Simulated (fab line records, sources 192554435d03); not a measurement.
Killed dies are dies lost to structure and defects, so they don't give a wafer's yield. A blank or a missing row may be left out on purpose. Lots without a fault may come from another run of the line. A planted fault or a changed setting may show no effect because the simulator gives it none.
Chamber matching | flow n5_finfet | N5_BEOL_M2_DEP_57 on pecvd-03: 3 sister chambers
The step deposits SiCN from 3MS/NH3, target thk 8 nm, time 14 s. 3 wafers are shown with their chamber, then 9 later ones without.

WAFERS WITH THEIR CHAMBER
wafer  | chamber | showerhead_plenum_p_Torr (Torr)
L089.5 | 2       | 3.666
L091.3 | 0       | 3.675
L091.6 | 1       | 3.688

WAFERS WITHOUT THEIR CHAMBER
wafer  | showerhead_plenum_p_Torr (Torr)
L092.1 | 3.673
L092.4 | 3.668
L092.5 | 3.689
L095.2 | 3.665
L095.4 | 3.683
L095.5 | 3.658
L096.3 | 3.678
L096.4 | 3.695
L096.6 | 3.666

WHICH CHAMBER EACH WENT THROUGH
wafer  | from the rows above     | in truth
L092.1 | can't be placed: 0 or 2 | 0
L092.4 | can't be placed: 2 or 0 | 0
L092.5 | 1                       | 1
L095.2 | 2                       | 2
L095.4 | can't be placed: 1 or 0 | 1
L095.5 | 2                       | 2
L096.3 | can't be placed: 0 or 1 | 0
L096.4 | 1                       | 1
L096.6 | 2                       | 2
Placed correctly: 5 of 9. Can't be placed from these rows: 4 (the true chamber is among the candidates in 4). Placed wrongly: 0.
How it was worked out, from the rows above alone: a wafer's distance from a chamber is the root of the sum, over the readings, of the square of ((its reading less the chamber's mean) divided by the reading's scatter). The wafer belongs to the nearest chamber; if the next one is less than 2 further off, it can't be placed. A chamber's mean is the mean of its shown wafers. The scatter: with one shown wafer a chamber, the root of the mean of the squares of how far each hidden wafer lies from its nearest shown one.
